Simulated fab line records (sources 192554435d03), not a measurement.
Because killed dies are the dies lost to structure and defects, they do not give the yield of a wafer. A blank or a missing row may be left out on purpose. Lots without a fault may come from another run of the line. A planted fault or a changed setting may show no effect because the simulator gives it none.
Which of the tools did it? | flow n5Finfet | 24 lots with 72 wafers sampled at 5 steps, on a route of 1938 steps

== WHAT THE GAUGES SHOWED, per wafer ==
N5_BEOL_M7_CD_MEAS_28: target cd 40 nm. Usual: cdNm 39.97 nm, standard deviation 0.21.
lot  | measured     | on       | cdNm (nm)         | flag
L075 | day 9 09:13  | cdSem-01 | 40.18 40.20 40.00 | 
L077 | day 9 09:23  | cdSem-03 | 39.73 39.88 39.90 | 
L074 | day 9 09:33  | cdSem-02 | 39.85 39.81 39.74 | 
L076 | day 9 11:38  | cdSem-02 | 39.91 40.09 39.92 | 
L078 | day 9 23:57  | cdSem-01 | 40.21 39.98 40.16 | 
L079 | day 10 06:10 | cdSem-02 | 39.79 39.74 40.28 | 
L080 | day 10 08:22 | cdSem-01 | 40.02 40.11 40.06 | 
L081 | day 10 10:55 | cdSem-01 | 40.06 39.98 40.32 | 
L082 | day 10 18:19 | cdSem-02 | 39.85 39.99 39.79 | 
L083 | day 11 09:24 | cdSem-01 | 40.12 40.12 40.11 | 
L084 | day 11 20:00 | cdSem-01 | 39.93 39.62 40.09 | 
L085 | day 11 23:10 | cdSem-01 | 39.78 39.78 40.15 | 
L086 | day 12 04:08 | cdSem-03 | 39.77 40.04 40.05 | 
L088 | day 12 04:35 | cdSem-02 | 40.02 39.84 40.20 | 
L087 | day 12 10:10 | cdSem-03 | 40.20 40.46 39.76 | 
L089 | day 12 18:09 | cdSem-01 | 40.01 39.79 39.99 | 
L090 | day 13 03:36 | cdSem-03 | 39.95 39.80 39.91 | 
L091 | day 13 06:06 | cdSem-01 | 40.01 40.08 39.71 | 
L092 | day 13 12:07 | cdSem-03 | 39.88 39.73 40.08 | 
L093 | day 13 22:46 | cdSem-01 | 40.15 40.36 40.10 | 
L094 | day 14 00:55 | cdSem-01 | 39.78 39.92 39.73 | 
L095 | day 14 19:05 | cdSem-02 | 40.27 40.15 40.00 | 
L096 | day 14 20:23 | cdSem-01 | 40.35 39.61 40.08 | 
L097 | day 15 01:03 | cdSem-01 | 40.26 40.12 40.33 | 

N5_BEOL_M7_OVL_MEAS_29. Usual: V6_OVL -0.2 nm, standard deviation 0.77.
lot  | measured     | on         | V6_OVL (nm)    | flag
L075 | day 9 09:16  | overlay-02 | -0.3 -0.7 -0.2 | 
L077 | day 9 09:26  | overlay-01 | 1.0 0.5 0.7    | 
L074 | day 9 09:35  | overlay-02 | -0.1 0.1 -0.1  | 
L076 | day 9 11:40  | overlay-02 | 0.8 0.5 1.6    | 
L078 | day 9 23:59  | overlay-01 | -0.8 -0.7 -1.1 | 
L079 | day 10 06:11 | overlay-01 | -1.8 -1.0 -1.8 | 
L080 | day 10 08:23 | overlay-01 | -0.9 -0.7 -0.6 | 
L081 | day 10 10:57 | overlay-02 | -0.7 -0.8 -1.2 | 
L082 | day 10 18:21 | overlay-01 | -1.2 0.1 -0.7  | 
L083 | day 11 09:26 | overlay-01 | 0.3 -1.2 0.7   | 
L084 | day 11 20:02 | overlay-01 | 1.8 1.2 0.9    | 
L085 | day 11 23:13 | overlay-02 | -1.5 -0.1 -1.1 | 
L086 | day 12 04:10 | overlay-01 | -1.6 -1.1 -0.9 | 
L088 | day 12 04:37 | overlay-01 | 0.1 -0.3 -0.5  | 
L087 | day 12 10:13 | overlay-02 | -0.6 -1.3 -1.3 | 
L089 | day 12 18:11 | overlay-02 | 0.4 0.2 0.3    | 
L090 | day 13 03:38 | overlay-02 | -0.5 0.6 -0.8  | 
L091 | day 13 06:08 | overlay-01 | 0.2 0.0 0.4    | 
L092 | day 13 12:09 | overlay-01 | 0.1 0.2 -0.4   | 
L093 | day 13 22:47 | overlay-01 | 0.6 0.8 -0.4   | 
L094 | day 14 00:57 | overlay-01 | 1.9 1.3 0.4    | 
L095 | day 14 19:07 | overlay-02 | 0.2 0.8 -0.4   | 
L096 | day 14 20:26 | overlay-02 | -0.5 -0.4 -0.4 | 
L097 | day 15 01:05 | overlay-02 | -0.8 -0.7 -0.3 | 

N5_BEOL_M8_THK_MEAS_01. Usual: M8_ILD_THK 154.7 nm, standard deviation 1.8.
lot  | measured     | on           | M8_ILD_THK (nm)   | flag
L075 | day 9 13:32  | filmMetro-01 | 154.8 155.9 154.7 | 
L077 | day 9 13:41  | filmMetro-02 | 159.2 158.0 157.7 | 
L074 | day 9 14:19  | filmMetro-02 | 152.0 154.9 155.4 | 
L076 | day 9 16:44  | filmMetro-02 | 157.0 156.9 156.5 | 
L078 | day 10 04:39 | filmMetro-01 | 153.5 155.9 155.9 | 
L079 | day 10 11:11 | filmMetro-02 | 152.3 155.7 154.9 | 
L080 | day 10 12:32 | filmMetro-02 | 155.7 158.8 156.4 | 
L081 | day 10 14:30 | filmMetro-01 | 153.5 152.4 154.7 | 
L082 | day 10 22:24 | filmMetro-01 | 154.1 152.9 154.8 | 
L083 | day 11 13:15 | filmMetro-01 | 153.9 156.9 155.2 | 
L084 | day 11 23:56 | filmMetro-01 | 153.2 155.3 153.8 | 
L085 | day 12 04:51 | filmMetro-02 | 153.7 153.2 153.9 | 
L086 | day 12 08:49 | filmMetro-02 | 153.7 154.4 154.5 | 
L088 | day 12 09:14 | filmMetro-01 | 151.9 152.3 155.4 | 
L087 | day 12 14:22 | filmMetro-02 | 151.4 151.4 154.0 | 
L089 | day 12 21:47 | filmMetro-02 | 155.1 155.4 157.9 | 
L090 | day 13 09:13 | filmMetro-01 | 154.5 158.5 154.6 | 
L091 | day 13 09:47 | filmMetro-01 | 154.0 150.8 155.1 | 
L092 | day 13 15:46 | filmMetro-01 | 153.4 155.9 159.0 | 
L093 | day 14 02:54 | filmMetro-01 | 152.8 156.6 158.2 | 
L094 | day 14 04:46 | filmMetro-02 | 152.4 153.8 151.8 | 
L095 | day 14 23:42 | filmMetro-01 | 152.4 155.6 156.8 | 
L096 | day 15 00:23 | filmMetro-01 | 154.3 157.0 157.0 | 
L097 | day 15 05:08 | filmMetro-02 | 156.6 155.8 158.0 | 

== TOOL THAT RAN EACH LOT (tool first, then ch and the chambers of the sampled wafers, then the start) ==
lot  | N5_BEOL_M7_ETCH_65                | N5_BEOL_M7_DEGAS_44
L075 | rieDiel-06 ch 1,2,3, day 9 09:23  | pvdSputter-01, day 9 10:38
L077 | rieDiel-03 ch 0,1,2, day 9 09:34  | pvdSputter-01, day 9 10:43
L074 | rieDiel-01 ch 0,1, day 9 09:44    | pvdSputter-01, day 9 10:48
L076 | rieDiel-03 ch 1,2, day 9 11:57    | pvdSputter-01, day 9 13:36
L078 | rieDiel-01 ch 0,1,3, day 10 00:08 | pvdSputter-01, day 10 02:01
L079 | rieDiel-01 ch 1,2, day 10 06:32   | pvdSputter-03, day 10 07:32
L080 | rieDiel-03 ch 0,1,2, day 10 08:32 | pvdSputter-01, day 10 09:28
L081 | rieDiel-03 ch 1,2, day 10 11:05   | pvdSputter-02, day 10 12:16
L082 | rieDiel-06 ch 0,2,3, day 10 18:29 | pvdSputter-03, day 10 19:33
L083 | rieDiel-01 ch 1,2,3, day 11 09:35 | pvdSputter-03, day 11 10:32
L084 | rieDiel-01 ch 0,1,3, day 11 20:10 | pvdSputter-01, day 11 21:24
L085 | rieDiel-06 ch 1,2,3, day 11 23:22 | pvdSputter-02, day 12 02:16
L086 | rieDiel-01 ch 0,1, day 12 04:20   | pvdSputter-02, day 12 06:13
L088 | rieDiel-03 ch 0,1, day 12 04:45   | pvdSputter-02, day 12 06:45
L087 | rieDiel-03 ch 1,3, day 12 10:20   | pvdSputter-03, day 12 11:32
L089 | rieDiel-06 ch 1,3, day 12 18:19   | pvdSputter-01, day 12 19:14
L090 | rieDiel-06 ch 0,1, day 13 04:14   | pvdSputter-02, day 13 06:34
L091 | rieDiel-03 ch 0,2,3, day 13 06:17 | pvdSputter-02, day 13 07:17
L092 | rieDiel-03 ch 0,1, day 13 12:17   | pvdSputter-02, day 13 13:22
L093 | rieDiel-06 ch 1,2,3, day 13 22:56 | pvdSputter-03, day 14 00:22
L094 | rieDiel-06 ch 0,1,2, day 14 01:05 | pvdSputter-01, day 14 02:21
L095 | rieDiel-06 ch 0,1,3, day 14 19:15 | pvdSputter-03, day 14 20:31
L096 | rieDiel-03 ch 0,2,3, day 14 20:38 | pvdSputter-01, day 14 21:35
L097 | rieDiel-01 ch 0,2,3, day 15 01:13 | pvdSputter-03, day 15 02:26
- N5_BEOL_M7_ETCH_65: etches SiARC in CF4, target depth 15.6 nm, time 26 s.
- N5_BEOL_M7_DEGAS_44: time 60 s.

== WHAT THE TOOLS THEMSELVES READ (means of the sampled wafers that have a number; where no wafer has one, the mark that the record gives instead) ==
N5_BEOL_M7_ETCH_65. Usual: biasW 35.99 W, standard deviation 0.1; cf4FlowSccm 100.02 sccm, standard deviation 0.29; drypumpMotorCurrentA 5.8 A, standard deviation 0.51; etchRfOnTimeS 25.9 s, standard deviation 0.41; oesProductAu 0.67 a.u., standard deviation 0.065; rfVppV 184.5 V, standard deviation 1.1; showerheadPlenumPTorr 2.18 Torr, standard deviation 0.064; throttleValvePct 15.56 %, standard deviation 0.28.
lot  | tool       | biasW (W) | cf4FlowSccm (sccm) | drypumpMotorCurrentA (A) | etchRfOnTimeS (s) | oesProductAu (a.u.) | rfVppV (V) | showerheadPlenumPTorr (Torr) | throttleValvePct (%) | flag
L075 | rieDiel-06 | 36.03     | 99.87              | 6.1                      | 25.9              | 0.72                | 184.4      | 2.13                         | 15.48                | 
L077 | rieDiel-03 | 35.99     | 100.05             | 5.7                      | 26.3              | 0.62                | 184.7      | 2.21                         | 15.59                | 
L074 | rieDiel-01 | 35.99     | 99.96              | 5.6                      | 25.8              | 0.70                | 185.6      | 2.25                         | 15.50                | 
L076 | rieDiel-03 | 36.00     | 100.35             | 6.0                      | 26.1              | 0.62                | 184.7      | 2.21                         | 15.70                | 
L078 | rieDiel-01 | 35.91     | 99.79              | 5.8                      | 25.8              | 0.69                | 185.1      | 2.19                         | 15.48                | 
L079 | rieDiel-01 | 35.91     | 99.77              | 5.1                      | 25.4              | 0.68                | 185.3      | 2.24                         | 15.59                | 
L080 | rieDiel-03 | 36.05     | 99.68              | 5.7                      | 26.5              | 0.61                | 184.8      | 2.21                         | 15.61                | 
L081 | rieDiel-03 | 36.07     | 99.95              | 6.0                      | 25.9              | 0.61                | 184.4      | 2.21                         | 15.74                | 
L082 | rieDiel-06 | 35.94     | 99.65              | 5.9                      | 26.0              | 0.69                | 183.6      | 2.16                         | 15.54                | 
L083 | rieDiel-01 | 35.98     | 100.01             | 5.4                      | 25.7              | 0.67                | 184.3      | 2.18                         | 15.58                | 
L084 | rieDiel-01 | 35.91     | 100.18             | 5.8                      | 25.7              | 0.68                | 184.9      | 2.18                         | 15.51                | 
L085 | rieDiel-06 | 36.06     | 100.32             | 6.2                      | 25.6              | 0.70                | 183.8      | 2.13                         | 15.52                | 
L086 | rieDiel-01 | 35.86     | 100.11             | 6.1                      | 26.0              | 0.65                | 184.7      | 2.23                         | 15.58                | 
L088 | rieDiel-03 | 36.00     | 100.17             | 5.7                      | 26.2              | 0.61                | 185.2      | 2.21                         | 15.64                | 
L087 | rieDiel-03 | 35.96     | 100.22             | 5.8                      | 26.0              | 0.71                | 184.6      | 2.19                         | 15.56                | 
L089 | rieDiel-06 | 35.96     | 100.22             | 6.1                      | 25.5              | 0.74                | 184.0      | 2.17                         | 15.16                | 
L090 | rieDiel-06 | 35.91     | 100.21             | 5.6                      | 25.7              | 0.73                | 185.0      | 2.20                         | 15.38                | 
L091 | rieDiel-03 | 36.06     | 99.84              | 5.6                      | 26.1              | 0.64                | 184.8      | 2.19                         | 15.55                | 
L092 | rieDiel-03 | 36.05     | 100.09             | 5.5                      | 26.4              | 0.60                | 184.3      | 2.20                         | 15.52                | 
L093 | rieDiel-06 | 36.01     | 99.82              | 6.2                      | 26.1              | 0.68                | 183.6      | 2.12                         | 15.54                | 
L094 | rieDiel-06 | 36.03     | 100.15             | 5.8                      | 25.9              | 0.67                | 184.5      | 2.15                         | 15.68                | 
L095 | rieDiel-06 | 35.95     | 100.19             | 5.7                      | 25.4              | 0.72                | 185.8      | 2.19                         | 15.31                | 
L096 | rieDiel-03 | 36.08     | 100.42             | 5.7                      | 26.0              | 0.64                | 184.3      | 2.19                         | 15.56                | 
L097 | rieDiel-01 | 36.05     | 100.17             | 5.9                      | 25.3              | 0.70                | 183.4      | 2.15                         | 15.51                | 

N5_BEOL_M7_DEGAS_44. Usual: heaterPowerW 365 W, standard deviation 34; susceptorTempC 250.01 C, standard deviation 0.18.
lot  | tool          | heaterPowerW (W) | susceptorTempC (C) | flag
L075 | pvdSputter-01 | 357              | 250.05             | 
L077 | pvdSputter-01 | 343              | 250.13             | 
L074 | pvdSputter-01 | 357              | 250.12             | 
L076 | pvdSputter-01 | 360              | 250.11             | 
L078 | pvdSputter-01 | 360              | 250.17             | 
L079 | pvdSputter-03 | 354              | 249.91             | 
L080 | pvdSputter-01 | 355              | 250.04             | 
L081 | pvdSputter-02 | 355              | 249.96             | 
L082 | pvdSputter-03 | 345              | 249.97             | 
L083 | pvdSputter-03 | 347              | 249.90             | 
L084 | pvdSputter-01 | 350              | 249.82             | 
L085 | pvdSputter-02 | 387              | 249.97             | 
L086 | pvdSputter-02 | 375              | 249.96             | 
L088 | pvdSputter-02 | 418              | 250.00             | 
L087 | pvdSputter-03 | 375              | 250.28             | 
L089 | pvdSputter-01 | 344              | 250.07             | 
L090 | pvdSputter-02 | 360              | 249.99             | 
L091 | pvdSputter-02 | 393              | 249.95             | 
L092 | pvdSputter-02 | 394              | 250.02             | 
L093 | pvdSputter-03 | 337              | 249.84             | 
L094 | pvdSputter-01 | 342              | 249.97             | 
L095 | pvdSputter-03 | 366              | 249.97             | 
L096 | pvdSputter-01 | 348              | 249.88             | 
L097 | pvdSputter-03 | 358              | 250.09             | 

== THE ANSWER, worked out from the rows above alone ==
Rule: a lot is off if the mean of its wafers that have a number lies more than 3 standard deviations from the usual mean. Also off: a lot with no number at a reading for which 4 or more lots have one. The other lots that the step has rows for count as sound. First the gauges in route order, then the tools' own readings, where a lot's mean is used as printed above. At the first step where some lot is off, the reading lying furthest off is the one used; lots without a number count as furthest.
None of the lots is off at any reading shown; this tells nothing.

== WHAT HAD BEEN PUT IN BY THE SIMULATOR ==
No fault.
